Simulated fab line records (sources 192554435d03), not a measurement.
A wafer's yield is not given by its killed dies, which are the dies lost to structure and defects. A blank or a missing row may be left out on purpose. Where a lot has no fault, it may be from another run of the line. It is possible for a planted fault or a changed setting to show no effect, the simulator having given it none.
A single fault, viewed from 3 desks	flow n5Finfet	each desk holds nothing but its own numbers, with what lay behind them at the end

## FOR THE TOOL OWNER'S DESK: cmp-03
The tool's own readings at N5_BEOL_M2_CMP_52 (polishes, stops on SiOC, t overpolish 6.8 s, target thk 40 nm): means of the sampled wafers that have a number, for each lot that ran on this tool. Marked OUT: a lot whose mean sits more than 4 standard deviations from the usual mean, which makes it out of limits; the brackets give that distance.
Columns: A = barrierFieldEndpointS at N5_BEOL_M2_CMP_52, usual 24.6 s; B = edgeZonePressureFrac at N5_BEOL_M2_CMP_52, usual 0.999; C = motorCurrentA at N5_BEOL_M2_CMP_52, usual 6.5 A; D = overpolishRunS at N5_BEOL_M2_CMP_52, usual 6.800 s; E = retainingRingPressureFrac at N5_BEOL_M2_CMP_52, usual 1.000; F = timeToEndpointS at N5_BEOL_M2_CMP_52, usual 62.4 s
lot	first seen here	A	B	C	D	E	F
L816	day 7 08:47	24.9	0.998	6.6	6.800	0.993	62.2
L821	day 8 11:32	41.2 (+29) OUT	1.002	6.7	0.033 (-99 or more) OUT	1.002	80.8 (+7.1) OUT
L822	day 8 17:52	32.6 (+14) OUT	1.003	6.3	3.414 (-99 or more) OUT	1.002	70.3
L835	day 12 07:16	24.6	0.997	6.6	6.799	0.999	61.7
L837	day 12 20:07	24.6	0.998	6.7	6.792	0.997	59.7
Finding of this desk: L821, L822 out of limits; the first was L821 at day 8 11:32, on barrierFieldEndpointS at N5_BEOL_M2_CMP_52. Within limits: L816, L835, L837.

## THE METROLOGY DESK
What the gauges read for every lot (on any tool): the sampled wafers with a number, averaged. Marked OUT: a lot whose mean sits more than 4 standard deviations from the usual mean, which makes it out of limits; the brackets give that distance. 7 of its 11 readings are shown: the first one out of limits and those lying furthest out on some lot.
Columns: A = M2_THK at N5_BEOL_M2_THK_MEAS_53, usual 40.5 nm; B = DIBL_N at N5_BEOL_M4_RC_MEAS_101, usual 36.3 mV/V; C = IOFF_P at N5_BEOL_M4_RC_MEAS_101, usual 0.211 nA/um; D = ION_N at N5_BEOL_M4_RC_MEAS_101, usual 676 uA/um; E = ION_P at N5_BEOL_M4_RC_MEAS_101, usual 463 uA/um; F = SS_P at N5_BEOL_M4_RC_MEAS_101, usual 73.3 mV/dec; G = VT_P at N5_BEOL_M4_RC_MEAS_101, usual -250.1 mV
lot	first seen here	A	B	C	D	E	F	G
L816	day 7 09:02	41.7	38.5	0.238	678	467	73.6	-247.3
L821	day 8 11:45	153.4 (+94) OUT	-	-	-	-	-	-
L822	day 8 18:05	96.3 (+47) OUT	36.6	0.193	665	468	72.9	-249.8
L829	day 10 12:43	40.8	36.3	0.231	680	469	73.8	-246.6
L830	day 10 19:36	41.1	37.7	0.265	687	473	73.7	-245.0
L832	day 10 23:38	40.9	35.7	0.194	678	464	73.0	-251.3
L835	day 12 07:34	41.1	35.0	0.188	675	463	72.3	-250.7
L836	day 12 16:46	41.3	35.1	0.212	670	464	73.3	-249.7
L837	day 12 20:23	39.5	36.7	0.235	683	469	73.9	-248.5
Finding of this desk: L821, L822 out of limits, first seen on L821 at day 8 11:45 (M2_THK at N5_BEOL_M2_THK_MEAS_53). Within limits: L816, L829, L830, L832, L835, L836, L837.

## THE DEFECT DESK
Lot by lot, what the route's inspections counted, given as the mean of those sampled wafers with a number. Marked OUT: a lot whose mean sits more than 4 standard deviations from the usual mean, which makes it out of limits; the brackets give that distance.
Columns: A = rawDefectCount at N5_BEOL_M2_INSPECT_59, usual 71
lot	first seen here	A
L816	day 7 09:19	72
L821	day 8 12:02	5734 (+99 or more) OUT
L822	day 8 18:24	2938 (+99 or more) OUT
L829	day 10 13:00	110
L830	day 10 19:53	96
L832	day 10 23:56	73
L835	day 12 07:51	67
L836	day 12 17:18	50
L837	day 12 20:40	68
Finding of this desk: L821, L822 out of limits; the first was L821 at day 8 12:02, on rawDefectCount at N5_BEOL_M2_INSPECT_59. Within limits: L816, L829, L830, L832, L835, L836, L837.

## TAKEN TOGETHER
The tool owner's desk had the chance to raise an alarm at day 8 11:32 on L821, L822.
An alarm was possible from the metrology desk at day 8 11:45, on L821, L822.
The defect desk could have raised an alarm at day 8 12:02, on L821, L822.
All the named lots went through N5_BEOL_M2_CMP_52 on cmp-03.

## WHAT THE SIMULATOR HAD PUT IN
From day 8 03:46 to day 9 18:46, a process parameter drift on cmp-03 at N5_BEOL_M2_CMP_52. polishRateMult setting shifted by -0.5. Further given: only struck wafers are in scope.
Struck lots among those shown: L821, L822.
Hours from the fault's start to each desk's first reading out of limits: the tool owner's desk, 8; the metrology desk, 8; the defect desk, 8.
